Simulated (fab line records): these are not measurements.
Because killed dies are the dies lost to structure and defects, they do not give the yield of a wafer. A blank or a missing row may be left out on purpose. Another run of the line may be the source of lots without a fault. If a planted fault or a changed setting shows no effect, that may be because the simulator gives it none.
fab line records	flow n5-finfet
[record] lots = 7	wafers = 39
route steps=1938 shown BEOL_M1@800 BEOL_M4@1037 BEOL_M7@1263 BEOL_M9@1401
start-h: hours from the record's first day to the start of the lot's first wafer shown	wait-h: hours elapsed since this lot's preceding step	" the same as in the row above	L1.1+2: several wafers, shown together as one row	- no value, or no start given	* or withheld: withheld	< > ~ a bound
route shown NAME@n: names a module that has steps shown in the file, with the first one's number in the route	usual: mean/standard deviation taken from wafers without a fault	same: alike in all rows	chamber/n: place in a boat	sites: each site's reading	_std_site: their standard deviation	_edge_site: inner sites' mean taken away from outer sites' mean	radius-mm: how far each site lies from the wafer's centre	mask NAME#n: copy n	behind: the tool/chamber that last shaped the wafer	hold: reason for holding the lot/hours on hold/outcome of the hold	device: the transistor (n, p or np) that didn't switch	end of line: tests of these same wafers at the route's end	for a step that has no rows: nothing shown but its recipe	killed: dies lost to structure and defects at the first sort, not the wafer's yield	map: the dies of a wafer, with x for killed, . for not killed, _ for no die there
set.NAME: the setting as run; set.NAME@STEP: as run at that earlier step	model.NAME: the simulator's own value behind a step, which no gauge read
lots with deliberately changed settings; one table per step, one row per wafer
[[steps]]
[step N5_BEOL_M1_TRENCH_ETCH_37]
[recipe] chemistry = C4F6/O2	target-depth-a = 552.07	target = SiOC	time-s = 29	ion-energy-ev = 250	pressure-mtorr = 30	source-w = 355	bias-w = 185	Ar_flow_sccm = 300	C4F6_flow_sccm = 10	O2_flow_sccm = 10
lot.wafer	tool	chamber	start-h	wait-h	set.target-depth-a	model.etch.depth-nm	model.BEOL_M1.feature-depth-nm	model.TiN_of_BEOL_M1_HM_DEP_02.thk-nm
L076.1	rie-diel-03	0	-	-	552.07	55.1	55.2	17.6
L076.2	"	1	"	"	552.07	55.73	55.8	17.6
L076.3	"	3	"	"	552.07	54.43	54.4	17.8
L076.4	"	2	"	"	552.07	54.54	54.6	18
L076.5	"	0	"	"	552.07	55.03	55	17.6
L076.6	"	1	"	"	552.07	56.29	56.2	18
L080.1	rie-diel-04	1	-	-	878	85.46	85.4	16
L080.2	"	3	"	"	552.07	53.73	53.8	17.6
L080.3	"	0	"	"	552.07	53.39	53.4	17.4
L080.4	"	2	"	"	552.07	53.78	53.8	17.4
L080.5	"	1	"	"	878	85.43	85.4	16.2
L080.6	"	2	"	"	878	87.61	87.6	16
L082.1	rie-diel-03	3	-	-	552.07	54.18	54.2	17.6
L082.2	"	1	"	"	552.07	55.64	55.6	17.8
L082.3	"	0	"	"	552.07	55.14	55.2	17.8
L082.4	"	2	"	"	552.07	54.82	54.8	17.6
L082.5	"	1	"	"	552.07	55.4	55.4	17.6
L082.6	"	0	"	"	552.07	55.51	55.6	17.6
L085.2	rie-diel-02	3	-	-	552.07	56.28	56.2	17.4
L085.4	"	1	"	"	552.07	53.11	53.2	17.8
L085.5	"	2	"	"	552.07	55.01	55	17.6
L088.1	rie-diel-02	0	-	-	552.07	54.82	54.8	17.4
L088.2	"	2	"	"	552.07	55.91	56	17.4
L088.3	"	3	"	"	552.07	56.16	56.2	17.4
L088.4	"	2	"	"	552.07	55.37	55.4	17.4
L088.5	"	0	"	"	552.07	54.34	54.4	17.6
L088.6	"	3	"	"	552.07	56.39	56.4	17.4
L091.1	rie-diel-02	0	-	-	676.2	67.54	67.6	17.2
L091.2	"	3	"	"	552.07	56.02	56	17.6
L091.3	"	2	"	"	552.07	55.65	55.6	17.6
L091.4	"	1	"	"	676.2	68.93	69	17.2
L091.5	"	2	"	"	552.07	55.4	55.4	17.8
L091.6	"	1	"	"	676.2	68.32	68.4	17.2
L097.1	rie-diel-03	2	-	-	552.07	54.41	54.4	17.8
L097.2	"	0	"	"	349.6	34.58	34.6	18.4
L097.3	"	3	"	"	552.07	54.12	54.2	17.8
L097.4	"	1	"	"	349.6	34.89	34.8	18.6
L097.5	"	3	"	"	552.07	53.83	53.8	17.8
L097.6	"	2	"	"	349.6	34.3	34.2	18.4
[step N5_BEOL_M1_ETCH_41]
[recipe] chemistry = CH3F/O2	target = SiCN	target-depth-a = 319	taper-deg = 2	time-s = 57.8	ion-energy-ev = 120	mask-material = TiN	pressure-mtorr = 30	source-w = 395	bias-w = 75	Ar_flow_sccm = 150	CH3F_flow_sccm = 30	O2_flow_sccm = 20
[step N5_BEOL_M1_STRIP_97]
[recipe] chemistry = N2/H2	time-s = 10	power-w = 450	temp-c = 40	pressure-mtorr = 20	rf-frequency-hz = 6e+07	bias-power-w = 7	n2-flow-sccm = 200	h2-flow-sccm = 200
[step N5_BEOL_M1_OCD_MEAS_38]
[usual] trench-depth-nm = 54.8/0.92
lot.wafer	tool	chamber	start-h	wait-h	set.target-depth-a@BEOL_M1_TRENCH_ETCH_37	trench-depth-nm
L076.1	ocd-02	-	141.19	-	552.07	55.1
L076.2	"	-	"	"	552.07	55.3
L076.3	"	-	"	"	552.07	54.1
L076.4	"	-	"	"	552.07	54.3
L076.5	"	-	"	"	552.07	54.4
L076.6	"	-	"	"	552.07	56.3
L080.1	ocd-02	-	158.54	-	878	85.3
L080.2	"	-	"	"	552.07	54.2
L080.3	"	-	"	"	552.07	53.5
L080.4	"	-	"	"	552.07	53.4
L080.5	"	-	"	"	878	85.3
L080.6	"	-	"	"	878	87.4
L082.1	ocd-01	-	178.58	-	552.07	54.3
L082.2	"	-	"	"	552.07	55.3
L082.3	"	-	"	"	552.07	55.4
L082.4	"	-	"	"	552.07	54.9
L082.5	"	-	"	"	552.07	55.6
L082.6	"	-	"	"	552.07	55.7
L085.2	ocd-02	-	190.66	-	552.07	56.3
L085.4	"	-	"	"	552.07	53.5
L085.5	"	-	"	"	552.07	54.9
L088.1	ocd-01	-	207.70	-	552.07	55.5
L088.2	"	-	"	"	552.07	56.3
L088.3	"	-	"	"	552.07	56.2
L088.4	"	-	"	"	552.07	54.8
L088.5	"	-	"	"	552.07	54.0
L088.6	"	-	"	"	552.07	55.9
L091.1	ocd-02	-	233.53	-	676.2	67.5
L091.2	"	-	"	"	552.07	56.4
L091.3	"	-	"	"	552.07	56.2
L091.4	"	-	"	"	676.2	68.8
L091.5	"	-	"	"	552.07	55.5
L091.6	"	-	"	"	676.2	67.8
L097.1	ocd-01	-	267.99	-	552.07	54.9
L097.2	"	-	"	"	349.6	34.8
L097.3	"	-	"	"	552.07	54.7
L097.4	"	-	"	"	349.6	34.7
L097.5	"	-	"	"	552.07	54.2
L097.6	"	-	"	"	349.6	34.2
[step N5_BEOL_M4_DESCUM_16]
[recipe] chemistry = O2	time-s = 7	source-power-w = 50	bias-power-w = 20	pressure-mtorr = 20	rf-frequency-hz = 2.712e+07	temp-c = 40	resist = CAR-EUV	o2-flow-sccm = 225
lot.wafer	tool	chamber	start-h	wait-h	set.time-s	model.CAR-EUV_of_BEOL_M4_COAT_05.thk-nm
L076.1	rie-diel-06	3	179.81	0.0	7	26.2
L076.2+4	"	0,1	"	"	7	26
L076.3+5	"	2,0	"	"	5.025	27
L076.6	"	1	"	"	5.025	27.2
L080.1+4	rie-diel-01	1,0	200.94	0.0	7	26.2
L080.2+3+5	"	2,0,2	"	"	8.375	25.4
L080.6	"	1	"	"	7	26
L082.1+3	rie-diel-05	3,1	205.58	0.0	4.639	27.4
L082.2+6	"	0,1	"	"	7	26.2
L082.4	"	3	"	"	4.639	27.2
L082.5	"	0	"	"	7	26
L085.2+4+5	rie-diel-06	1,3,1	220.27	0.0	7	26
L088.1+5	rie-diel-01	0,1	239.18	0.0	7	26.2
L088.2	"	2	"	"	7	26
L088.3+6	"	1,2	"	"	4.956	27
L088.4	"	3	"	"	4.956	27.2
L091.1	rie-diel-01	3	268.61	0.0	10.11	24.6
L091.2+6	"	0	"	"	10.11	24.4
L091.3+4+5	"	2,2,3	"	"	7	26
L097.1+4+6	rie-diel-06	3,2,1	309.16	0.0	7	26
L097.2+5	"	0,2	"	"	9.684	24.8
L097.3	"	1	"	"	9.684	24.6
[step N5_BEOL_M4_ETCH_74]
[recipe] chemistry = N2/H2	target = underlayer	target-depth-a = 65	mask-material = CAR-EUV	time-s = 5.2	ion-energy-ev = 200	pressure-mtorr = 30	source-w = 840	bias-w = 150	n2-flow-sccm = 200	h2-flow-sccm = 200	ends = cleared
lot.wafer	tool	chamber	start-h	wait-h	set.time-s@BEOL_M4_DESCUM_16	model.CAR-EUV_of_BEOL_M4_COAT_05.thk-nm
L076.1+2	rie-diel-06	3,0	179.84	0.0	7	20.4
L076.3+5+6	"	2,0,1	"	"	5.025	21.4
L076.4	"	1	"	"	7	20.2
L080.1+4+6	rie-diel-01	1,0,1	200.98	0.0	7	20.4
L080.2+5	"	2	"	"	8.375	19.6
L080.3	"	0	"	"	8.375	19.8
L082.1+3+4	rie-diel-05	3,1,3	205.62	0.0	4.639	21.6
L082.2+5	"	0	"	"	7	20.4
L082.6	"	1	"	"	7	20.6
L085.2+4	rie-diel-06	1,3	220.31	0.0	7	20.2
L085.5	"	1	"	"	7	20.4
L088.1+2+5	rie-diel-01	0,2,1	239.21	0.0	7	20.4
L088.3+4+6	"	1,3,2	"	"	4.956	21.4
L091.1	rie-diel-01	3	268.64	0.0	10.11	19
L091.2+6	"	0	"	"	10.11	18.8
L091.3+4+5	"	2,2,3	"	"	7	20.4
L097.1+4	rie-diel-06	3,2	309.19	0.0	7	20.4
L097.2	"	0	"	"	9.684	19.2
L097.3+5	"	1,2	"	"	9.684	19
L097.6	"	1	"	"	7	20.2
[step N5_BEOL_M7_ILD_DEP_00]
[recipe] material = SiCOH_lowk	target-thk-a = 1797.5	temp-c = 300	precursor = DEMS/porogen	pressure-torr = 5	rf-w = 500	time-s = 33.4
lot.wafer	tool	chamber	start-h	wait-h	set.target-thk-a	model.SiCOH_lowk_of_BEOL_M7_ILD_DEP_00.thk-nm
L076.1	pecvd-01	2	215.24	0.0	1797.5	175
L076.2	"	0	"	"	1797.5	176.2
L076.3	"	1	"	"	1797.5	177
L076.4	"	0	"	"	1797.5	178.2
L076.5	"	1	"	"	1797.5	178.6
L076.6	"	2	"	"	1797.5	180.2
L080.1	pecvd-03	1	238.90	0.0	883.8	86.6
L080.2	"	2	"	"	883.8	87
L080.3	"	0	"	"	1797.5	179.6
L080.4	"	2	"	"	883.8	88.4
L080.5	"	0	"	"	1797.5	183
L080.6	"	1	"	"	1797.5	180.4
L082.1	pecvd-03	2	244.27	0.0	1056	105.2
L082.2	"	0	"	"	1797.5	180.6
L082.3	"	0	"	"	1797.5	182.8
L082.4+5	"	2	"	"	1056	106
L082.6	"	0	"	"	1797.5	182.4
L085.2	pecvd-04	1	247.73	0.0	1797.5	178.8
L085.4	"	2	"	"	1797.5	181.4
L085.5	"	0	"	"	1797.5	182.4
L088.1	pecvd-03	2	269.60	0.0	2492	243.2
L088.2+6	"	0,2	"	"	1797.5	178.2
L088.3	"	0	"	"	1797.5	180.8
L088.4	"	2	"	"	2492	249.2
L088.5	"	0	"	"	2492	251.2
L091.1	pecvd-03	2	302.26	0.0	1797.5	177.4
L091.2	"	0	"	"	1797.5	178
L091.3	"	1	"	"	1797.5	176.2
L091.4	"	2	"	"	1797.5	179.2
L091.5+6	"	0,1	"	"	1797.5	179.6
L097.1	pecvd-03	0	344.85	0.0	1797.5	181.2
L097.2	"	1	"	"	1089	110.2
L097.3	"	2	"	"	1797.5	179.6
L097.4	"	2	"	"	1797.5	181.4
L097.5	"	1	"	"	1089	109.4
L097.6	"	0	"	"	1089	111.2
[step N5_BEOL_M7_CURE_74]
[recipe] temp-c = 385	time-s = 240	ambient = He/Ar	material = SiCOH_lowk
lot.wafer	tool	chamber	start-h	wait-h	set.target-thk-a@BEOL_M7_ILD_DEP_00	model.SiCOH_lowk_of_BEOL_M7_ILD_DEP_00.thk-nm
L076.1	uv-cure-03	2	215.31	0.0	1797.5	150.8
L076.2	"	2	"	"	1797.5	151.8
L076.3	"	2	"	"	1797.5	152.6
L076.4	"	2	"	"	1797.5	153.6
L076.5	"	2	"	"	1797.5	154
L076.6	"	2	"	"	1797.5	155.4
L080.1	uv-cure-03	0	238.97	0.0	883.8	74.4
L080.2	"	0	"	"	883.8	74.6
L080.3	"	0	"	"	1797.5	155
L080.4	"	0	"	"	883.8	76
L080.5	"	0	"	"	1797.5	157.8
L080.6	"	0	"	"	1797.5	155.6
L082.1	uv-cure-02	2	244.57	0.3	1056	90.2
L082.2	"	2	"	"	1797.5	155.8
L082.3	"	2	"	"	1797.5	157.8
L082.4+5	"	2	"	"	1056	91
L082.6	"	2	"	"	1797.5	157.2
L085.2	uv-cure-01	2	247.88	0.1	1797.5	154.2
L085.4	"	2	"	"	1797.5	156.4
L085.5	"	2	"	"	1797.5	157.2
L088.1	uv-cure-01	1	269.69	0.1	2492	210.4
L088.2+6	"	1	"	"	1797.5	153.6
L088.3	"	1	"	"	1797.5	156
L088.4	"	1	"	"	2492	215.8
L088.5	"	1	"	"	2492	217.4
L091.1	uv-cure-01	1	302.32	0.0	1797.5	152.8
L091.2	"	1	"	"	1797.5	153.6
L091.3	"	1	"	"	1797.5	152
L091.4	"	1	"	"	1797.5	154.4
L091.5+6	"	1	"	"	1797.5	154.8
L097.1	uv-cure-02	0	345.11	0.2	1797.5	156.2
L097.2	"	0	"	"	1089	94.6
L097.3	"	0	"	"	1797.5	154.8
L097.4	"	0	"	"	1797.5	156.4
L097.5	"	0	"	"	1089	94
L097.6	"	0	"	"	1089	95.4
[step N5_BEOL_M7_THK_MEAS_01]
[recipe] reads = SiCOH_lowk_of_BEOL_M7_ILD_DEP_00
[usual] M7_ILD_THK = 155.0/1.8
lot.wafer	tool	chamber	start-h	wait-h	set.target-thk-a@BEOL_M7_ILD_DEP_00	M7_ILD_THK[nm]
L076.1	film-metro-01	-	216.30	0.8	1797.5	151.0
L076.2	"	-	"	"	1797.5	151.8
L076.3	"	-	"	"	1797.5	152.7
L076.4	"	-	"	"	1797.5	153.5
L076.5	"	-	"	"	1797.5	153.9
L076.6	"	-	"	"	1797.5	155.3
L080.1	film-metro-01	-	239.48	0.4	883.8	74.3
L080.2	"	-	"	"	883.8	74.6
L080.3	"	-	"	"	1797.5	155.0
L080.4	"	-	"	"	883.8	75.9
L080.5	"	-	"	"	1797.5	157.9
L080.6	"	-	"	"	1797.5	155.7
L082.1	film-metro-01	-	245.08	0.4	1056	90.4
L082.2	"	-	"	"	1797.5	155.7
L082.3	"	-	"	"	1797.5	157.8
L082.4	"	-	"	"	1056	91.1
L082.5	"	-	"	"	1056	91.1
L082.6	"	-	"	"	1797.5	157.3
L085.2	film-metro-01	-	248.31	0.4	1797.5	154.3
L085.4	"	-	"	"	1797.5	156.4
L085.5	"	-	"	"	1797.5	157.2
L088.1	film-metro-02	-	270.20	0.4	2492	210.4
L088.2	"	-	"	"	1797.5	153.6
L088.3	"	-	"	"	1797.5	156.0
L088.4	"	-	"	"	2492	215.7
L088.5	"	-	"	"	2492	217.7
L088.6	"	-	"	"	1797.5	153.6
L091.1	film-metro-02	-	302.84	0.4	1797.5	153.0
L091.2	"	-	"	"	1797.5	153.3
L091.3	"	-	"	"	1797.5	151.9
L091.4	"	-	"	"	1797.5	154.5
L091.5	"	-	"	"	1797.5	154.7
L091.6	"	-	"	"	1797.5	154.9
L097.1	film-metro-01	-	346.10	0.8	1797.5	156.2
L097.2	"	-	"	"	1089	94.7
L097.3	"	-	"	"	1797.5	154.9
L097.4	"	-	"	"	1797.5	156.4
L097.5	"	-	"	"	1089	94.0
L097.6	"	-	"	"	1089	95.5
[step N5_BEOL_M9_ILD_DEP_00]
[recipe] material = SiCOH_lowk	target-thk-a = 3085.1	temp-c = 300	precursor = DEMS/porogen	pressure-torr = 5	rf-w = 500	time-s = 58
lot.wafer	tool	chamber	start-h	wait-h	set.time-s	model.SiCOH_lowk_of_BEOL_M9_ILD_DEP_00.thk-nm
L076.1	pecvd-02	1	234.16	0.0	58	305.8
L076.2	"	2	"	"	58	300.6
L076.3	"	0	"	"	58	303.8
L076.4	"	1	"	"	58	310.2
L076.5	"	2	"	"	58	307.8
L076.6	"	0	"	"	58	306.8
L080.1+2	pecvd-02	1,0	255.73	0.0	58	309.8
L080.3	"	2	"	"	78.41	411.6
L080.4	"	0	"	"	78.41	418.8
L080.5	"	1	"	"	58	313.6
L080.6	"	2	"	"	78.41	420.8
L082.1	pecvd-02	2	262.58	0.0	58	309.2
L082.2	"	0	"	"	58	309
L082.3	"	1	"	"	58	312.2
L082.4	"	0	"	"	58	310.4
L082.5	"	2	"	"	58	316
L082.6	"	1	"	"	58	315.2
L085.2	pecvd-02	0	267.89	0.0	58	310.6
L085.4	"	1	"	"	58	315.6
L085.5	"	1	"	"	58	316.4
L088.1	pecvd-04	2	287.67	0.0	45.08	239.6
L088.2	"	1	"	"	58	303.6
L088.3	"	0	"	"	45.08	236.8
L088.4	"	0	"	"	58	309.6
L088.5	"	2	"	"	45.08	243.8
L088.6	"	1	"	"	58	305.6
L091.1	pecvd-04	1	321.81	0.0	58	307
L091.2	"	0	"	"	58	305
L091.3	"	2	"	"	58	309
L091.4	"	0	"	"	58	311.8
L091.5	"	1	"	"	58	313
L091.6	"	2	"	"	58	313.6
L097.1	pecvd-01	0	364.93	0.0	29.45	162
L097.2	"	2	"	"	29.45	162.2
L097.3	"	1	"	"	58	311.2
L097.4	"	1	"	"	29.45	164.6
L097.5	"	2	"	"	58	315.4
L097.6	"	0	"	"	58	315.8
[step N5_BEOL_M9_CURE_71]
[recipe] temp-c = 385	time-s = 240	ambient = He/Ar	material = SiCOH_lowk
lot.wafer	tool	chamber	start-h	wait-h	set.time-s@BEOL_M9_ILD_DEP_00	model.SiCOH_lowk_of_BEOL_M9_ILD_DEP_00.thk-nm
L076.1	uv-cure-03	2	234.23	0.0	58	265.6
L076.2	"	2	"	"	58	261
L076.3	"	2	"	"	58	263.8
L076.4	"	2	"	"	58	269.4
L076.5	"	2	"	"	58	267.2
L076.6	"	2	"	"	58	266.6
L080.1	uv-cure-01	0	255.81	0.0	58	269
L080.2	"	0	"	"	58	269.2
L080.3	"	0	"	"	78.41	359.6
L080.4	"	0	"	"	78.41	366.2
L080.5	"	0	"	"	58	272.4
L080.6	"	0	"	"	78.41	368
L082.1	uv-cure-02	0	262.66	0.0	58	268.6
L082.2	"	0	"	"	58	268.4
L082.3	"	0	"	"	58	271.2
L082.4	"	0	"	"	58	269.8
L082.5	"	0	"	"	58	274.6
L082.6	"	0	"	"	58	274
L085.2	uv-cure-03	2	268.08	0.2	58	270
L085.4	"	2	"	"	58	274.2
L085.5	"	2	"	"	58	275
L088.1	uv-cure-02	1	287.95	0.2	45.08	207.4
L088.2	"	1	"	"	58	263.6
L088.3	"	1	"	"	45.08	204.8
L088.4	"	1	"	"	58	269
L088.5	"	1	"	"	45.08	211
L088.6	"	1	"	"	58	265.4
L091.1	uv-cure-01	2	321.89	0.0	58	266.6
L091.2	"	2	"	"	58	265
L091.3	"	2	"	"	58	268.4
L091.4	"	2	"	"	58	271
L091.5	"	2	"	"	58	272
L091.6	"	2	"	"	58	272.4
L097.1	uv-cure-02	2	365.01	0.0	29.45	139.6
L097.2	"	2	"	"	29.45	139.8
L097.3	"	2	"	"	58	270.4
L097.4	"	2	"	"	29.45	141.8
L097.5	"	2	"	"	58	274
L097.6	"	2	"	"	58	274.4
[step N5_BEOL_M9_THK_MEAS_01]
[recipe] reads = SiCOH_lowk_of_BEOL_M9_ILD_DEP_00
[usual] M9_ILD_THK = 269/3.8
lot.wafer	tool	chamber	start-h	wait-h	set.time-s@BEOL_M9_ILD_DEP_00	M9_ILD_THK[nm]
L076.1	film-metro-01	-	234.91	0.6	58	266
L076.2	"	-	"	"	58	261
L076.3	"	-	"	"	58	264
L076.4	"	-	"	"	58	269
L076.5	"	-	"	"	58	267
L076.6	"	-	"	"	58	266
L080.1	film-metro-01	-	256.32	0.4	58	269
L080.2	"	-	"	"	58	269
L080.3	"	-	"	"	78.41	360
L080.4	"	-	"	"	78.41	366
L080.5	"	-	"	"	58	272
L080.6	"	-	"	"	78.41	368
L082.1	film-metro-01	-	263.17	0.4	58	268
L082.2	"	-	"	"	58	269
L082.3	"	-	"	"	58	271
L082.4	"	-	"	"	58	270
L082.5	"	-	"	"	58	275
L082.6	"	-	"	"	58	274
L085.2	film-metro-01	-	268.51	0.4	58	270
L085.4	"	-	"	"	58	274
L085.5	"	-	"	"	58	275
L088.1	film-metro-02	-	288.46	0.4	45.08	207
L088.2	"	-	"	"	58	264
L088.3	"	-	"	"	45.08	205
L088.4	"	-	"	"	58	269
L088.5	"	-	"	"	45.08	211
L088.6	"	-	"	"	58	266
L091.1	film-metro-01	-	322.88	0.8	58	267
L091.2	"	-	"	"	58	265
L091.3	"	-	"	"	58	268
L091.4	"	-	"	"	58	271
L091.5	"	-	"	"	58	272
L091.6	"	-	"	"	58	272
L097.1	film-metro-02	-	365.52	0.4	29.45	140
L097.2	"	-	"	"	29.45	140
L097.3	"	-	"	"	58	271
L097.4	"	-	"	"	29.45	142
L097.5	"	-	"	"	58	274
L097.6	"	-	"	"	58	274
[[key]]
[split] step = N5_BEOL_M1_TRENCH_ETCH_37	setting = target-depth-a	stated = 552.07	by = wafer
[response] step = N5_BEOL_M1_TRENCH_ETCH_37	reading = model.etch.depth-nm	change = +0.547	per = 1%	r = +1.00
[response] step = N5_BEOL_M1_TRENCH_ETCH_37	reading = model.BEOL_M1.feature-depth-nm	change = +0.547	per = 1%	r = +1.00
[response] step = N5_BEOL_M1_TRENCH_ETCH_37	reading = model.TiN_of_BEOL_M1_HM_DEP_02.thk-nm	change = -0.022	per = 1%	r = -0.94
[response] step = N5_BEOL_M1_OCD_MEAS_38	reading = trench-depth-nm	change = +0.546	per = 1%	r = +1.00
[split] step = N5_BEOL_M4_DESCUM_16	setting = time-s	stated = 7	by = wafer
[response] step = N5_BEOL_M4_DESCUM_16	reading = model.CAR-EUV_of_BEOL_M4_COAT_05.thk-nm	change = -0.0343	per = 1%	r = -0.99
[response] step = N5_BEOL_M4_ETCH_74	reading = model.CAR-EUV_of_BEOL_M4_COAT_05.thk-nm	change = -0.0346	per = 1%	r = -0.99
[split] step = N5_BEOL_M7_ILD_DEP_00	setting = target-thk-a	stated = 1797.5	by = wafer
[response] step = N5_BEOL_M7_ILD_DEP_00	reading = model.SiCOH_lowk_of_BEOL_M7_ILD_DEP_00.thk-nm	change = +1.82	per = 1%	r = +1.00
[response] step = N5_BEOL_M7_CURE_74	reading = model.SiCOH_lowk_of_BEOL_M7_ILD_DEP_00.thk-nm	change = +1.58	per = 1%	r = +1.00
[response] step = N5_BEOL_M7_THK_MEAS_01	reading = M7_ILD_THK	change = +1.58	per = 1%	r = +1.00
[split] step = N5_BEOL_M9_ILD_DEP_00	setting = time-s	stated = 58	by = wafer
[response] step = N5_BEOL_M9_ILD_DEP_00	reading = model.SiCOH_lowk_of_BEOL_M9_ILD_DEP_00.thk-nm	change = +3.04	per = 1%	r = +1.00
[response] step = N5_BEOL_M9_CURE_71	reading = model.SiCOH_lowk_of_BEOL_M9_ILD_DEP_00.thk-nm	change = +2.68	per = 1%	r = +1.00
[response] step = N5_BEOL_M9_THK_MEAS_01	reading = M9_ILD_THK	change = +2.68	per = 1%	r = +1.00
